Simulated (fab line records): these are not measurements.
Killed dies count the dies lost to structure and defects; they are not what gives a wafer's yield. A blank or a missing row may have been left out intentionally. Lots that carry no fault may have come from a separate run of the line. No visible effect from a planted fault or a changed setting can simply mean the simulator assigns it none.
Which tool did it? ; flow n5 finfet ; Sampling: 11 lots, 33 wafers, 5 of 1938 route steps

WHAT THE GAUGES READ, wafer by wafer
N5_BEOL_M4_RC_MEAS_101. Usual: DIBL_N 35.9 mV/V, standard deviation 1.3; DIBL_P 35.9 mV/V, standard deviation 1.6; IOFF_N 0.156 nA/um, standard deviation 0.022; IOFF_P 0.205 nA/um, standard deviation 0.023; ION_N 675 uA/um, standard deviation 9; ION_P 463 uA/um, standard deviation 5.6; SS_N 71.4 mV/dec, standard deviation 0.57; SS_P 73.1 mV/dec, standard deviation 0.52; VT_N 249.7 mV, standard deviation 2.8; VT_P -250.2 mV, standard deviation 2.5.
lot;measured;on;DIBL_N (mV/V);DIBL_P (mV/V);IOFF_N (nA/um);IOFF_P (nA/um);ION_N (uA/um);ION_P (uA/um);SS_N (mV/dec);SS_P (mV/dec);VT_N (mV);VT_P (mV);flag
L134;day 7 11:56;prober-01;36.1 36.0 36.9;36.4 36.6 37.0;0.151 0.157 0.162;0.213 0.220 0.223;667 686 670;467 468 463;70.4 71.2 71.6;73.2 73.6 73.7;251.6 250.6 251.5;-249.9 -249.2 -249.0;
L135;day 8 04:08;prober-02;35.6 35.5 35.9;34.2 34.0 33.5;0.159 0.150 0.156;0.222 0.217 0.207;675 666 667;464 461 457;71.5 72.1 71.5;73.0 72.8 72.6;246.2 250.6 248.4;-248.6 -248.1 -250.1;
L137;day 8 10:27;prober-02;35.7 34.0 36.6;36.3 33.5 37.3;0.169 0.136 0.185;0.208 0.173 0.220;679 663 680;460 454 463;71.8 71.2 72.8;73.6 72.4 72.9;247.4 252.1 247.1;-251.9 -254.5 -251.7;
L138;day 9 05:26;prober-01;35.5 36.9 37.6;36.9 38.7 39.1;0.157 0.190 0.204;0.188 0.218 0.226;677 691 688;460 466 459;70.8 71.9 72.4;73.3 73.0 73.5;249.9 248.4 246.2;-252.9 -249.9 -252.3;
L140;day 9 07:47;prober-02;35.1 32.9 33.3;35.5 32.3 33.4;0.141 0.109 0.113;0.200 0.162 0.169;668 660 665;464 461 465;71.0 70.1 71.1;73.1 71.7 72.5;250.5 255.8 254.9;-250.8 -251.4 -250.0;
L139;day 9 08:05;prober-01;37.7 36.2 37.6;37.3 35.6 38.0;0.194 0.164 0.195;0.240 0.216 0.256;682 675 681;469 465 470;72.6 71.2 71.1;73.0 72.9 73.4;245.2 248.1 243.1;-246.3 -247.6 -247.4;
L141;day 9 13:36;prober-02;34.7 37.3 35.3;35.5 38.2 35.8;0.136 0.170 0.142;0.218 0.266 0.223;673 675 679;467 472 474;71.1 72.1 71.8;72.3 73.3 72.5;249.2 248.7 250.7;-247.6 -243.5 -248.0;
L144;day 10 13:04;prober-02;37.8 37.2 37.6;38.1 36.9 38.3;0.183 0.177 0.184;0.241 0.222 0.236;682 690 684;470 469 469;71.0 71.2 71.0;72.9 73.4 73.7;244.8 247.2 247.3;-247.0 -250.9 -250.2;
L145;day 10 13:40;prober-01;35.9 35.2 35.7;36.0 35.3 35.8;0.162 0.151 0.155;0.199 0.188 0.194;670 678 670;461 465 462;71.2 71.4 71.5;72.5 72.7 73.0;247.1 245.8 246.7;-250.7 -251.3 -252.4;
L146;day 10 16:58;prober-02;36.5 33.9 35.3;36.7 34.2 34.9;0.175 0.130 0.142;0.234 0.192 0.204;696 676 682;470 469 468;71.0 71.2 71.3;74.0 73.2 73.2;247.7 251.0 249.8;-250.7 -249.3 -249.6;
L156;day 14 02:27;prober-01;34.8 35.9 35.1;33.5 35.1 33.4;0.121 0.141 0.122;0.176 0.204 0.179;667 671 669;466 468 464;71.0 71.4 70.9;72.4 73.3 73.0;252.6 251.9 252.8;-252.6 -248.8 -248.2;

WHICH TOOL RAN EACH LOT (tool, then ch and the chambers of the sampled wafers, then the start)
lot;N5_BEOL_M4_DEGAS_44;N5_BEOL_M4_CVD_47;N5_BEOL_M4_ANNEAL_49;N5_BEOL_M4_ANNEAL_87
L134;pvd sputter-01, day 7 07:34;cvd co-01 ch 0,1,2, day 7 08:02;pvd sputter-02, day 7 08:12;pvd sputter-02, day 7 08:52
L135;pvd sputter-03, day 8 00:31;cvd co-01 ch 0,1, day 8 00:54;pvd sputter-01, day 8 01:11;pvd sputter-01, day 8 01:53
L137;pvd sputter-01, day 8 06:43;cvd co-01 ch 0,1,2, day 8 07:23;pvd sputter-03, day 8 07:40;pvd sputter-03, day 8 08:20
L138;pvd sputter-03, day 9 00:19;cvd co-01 ch 0,1,2, day 9 01:10;pvd sputter-03, day 9 02:38;pvd sputter-03, day 9 03:17
L140;pvd sputter-02, day 9 04:14;cvd co-02 ch 0,1, day 9 04:45;pvd sputter-02, day 9 04:59;pvd sputter-02, day 9 05:39
L139;pvd sputter-01, day 9 04:24;cvd co-02 ch 0,2, day 9 04:53;pvd sputter-01, day 9 05:07;pvd sputter-01, day 9 05:47
L141;pvd sputter-02, day 9 08:38;cvd co-01 ch 1,2, day 9 09:24;pvd sputter-01, day 9 10:22;pvd sputter-01, day 9 11:01
L144;pvd sputter-03, day 10 09:08;cvd co-01 ch 0,1,2, day 10 09:39;pvd sputter-03, day 10 09:50;pvd sputter-03, day 10 10:29
L145;pvd sputter-01, day 10 10:04;cvd co-01 ch 1,2, day 10 10:30;pvd sputter-01, day 10 10:44;pvd sputter-01, day 10 11:24
L146;pvd sputter-01, day 10 13:19;cvd co-01 ch 0,1, day 10 13:44;pvd sputter-01, day 10 14:00;pvd sputter-01, day 10 14:40
L156;pvd sputter-03, day 13 21:07;cvd co-02 ch 0,2, day 13 21:44;pvd sputter-01, day 13 23:22;pvd sputter-01, day 14 00:01
- N5_BEOL_M4_DEGAS_44: time 60 s.
- N5_BEOL_M4_CVD_47: deposits Co from CCTBA/H2, target thk 3 nm, time 223.8 s.
- N5_BEOL_M4_ANNEAL_49: time 240 s.
- N5_BEOL_M4_ANNEAL_87: time 240 s.

AS READ BY THE TOOLS THEMSELVES (means over the sampled wafers that have a number; for cases with no such wafer, the mark the record gives instead)
N5_BEOL_M4_DEGAS_44. Usual: heater power w 348 W, standard deviation 26.
lot;tool;heater power w (W);flag
L134;pvd sputter-01;338;
L135;pvd sputter-03;346;
L137;pvd sputter-01;342;
L138;pvd sputter-03;344;
L140;pvd sputter-02;367;
L139;pvd sputter-01;345;
L141;pvd sputter-02;382;
L144;pvd sputter-03;341;
L145;pvd sputter-01;346;
L146;pvd sputter-01;345;
L156;pvd sputter-03;327;

N5_BEOL_M4_CVD_47. Usual: run length s 247.1 s, standard deviation 0.44.
lot;tool;run length s (s);flag
L134;cvd co-01;247.3;
L135;cvd co-01;247.0;
L137;cvd co-01;247.0;
L138;cvd co-01;247.4;
L140;cvd co-02;246.7;
L139;cvd co-02;247.1;
L141;cvd co-01;247.3;
L144;cvd co-01;247.0;
L145;cvd co-01;247.0;
L146;cvd co-01;220.5;OFF
L156;cvd co-02;247.2;

N5_BEOL_M4_ANNEAL_49. Usual: heater power w 870 W, standard deviation 61.
lot;tool;heater power w (W);flag
L134;pvd sputter-02;853;
L135;pvd sputter-01;843;
L137;pvd sputter-03;826;
L138;pvd sputter-03;882;
L140;pvd sputter-02;961;
L139;pvd sputter-01;877;
L141;pvd sputter-01;866;
L144;pvd sputter-03;839;
L145;pvd sputter-01;824;
L146;pvd sputter-01;880;
L156;pvd sputter-01;854;

N5_BEOL_M4_ANNEAL_87. Usual: heater power w 868 W, standard deviation 62.
lot;tool;heater power w (W);flag
L134;pvd sputter-02;853;
L135;pvd sputter-01;859;
L137;pvd sputter-03;824;
L138;pvd sputter-03;863;
L140;pvd sputter-02;969;
L139;pvd sputter-01;866;
L141;pvd sputter-01;883;
L144;pvd sputter-03;824;
L145;pvd sputter-01;834;
L146;pvd sputter-01;863;
L156;pvd sputter-01;862;

THE ANSWER, worked out from the rows above alone
Rule: a lot is off if the mean of its wafers that have a number lies more than 3 standard deviations from the usual mean. A lot without any number at a reading at which 4 lots or more have one is off too. Where the step has rows for the other lots, those lots are counted as sound. Order of review: gauges by route order, followed by the tools' own readings, for which a lot's mean as printed above is used. At the first step where some lot is off, the reading lying furthest off is the one used; lots without a number count as furthest.
Off: L146 (N5_BEOL_M4_CVD_47, run length s).
A tool fits if, at that step or a process step before it, it ran every lot that is off, and no sound lot after the first of them. This does not decide it: 2 tools fit, namely pvd sputter-01 at N5_BEOL_M4_DEGAS_44 and cvd co-01 at N5_BEOL_M4_CVD_47.

WHAT THE SIMULATOR HAD PUT IN
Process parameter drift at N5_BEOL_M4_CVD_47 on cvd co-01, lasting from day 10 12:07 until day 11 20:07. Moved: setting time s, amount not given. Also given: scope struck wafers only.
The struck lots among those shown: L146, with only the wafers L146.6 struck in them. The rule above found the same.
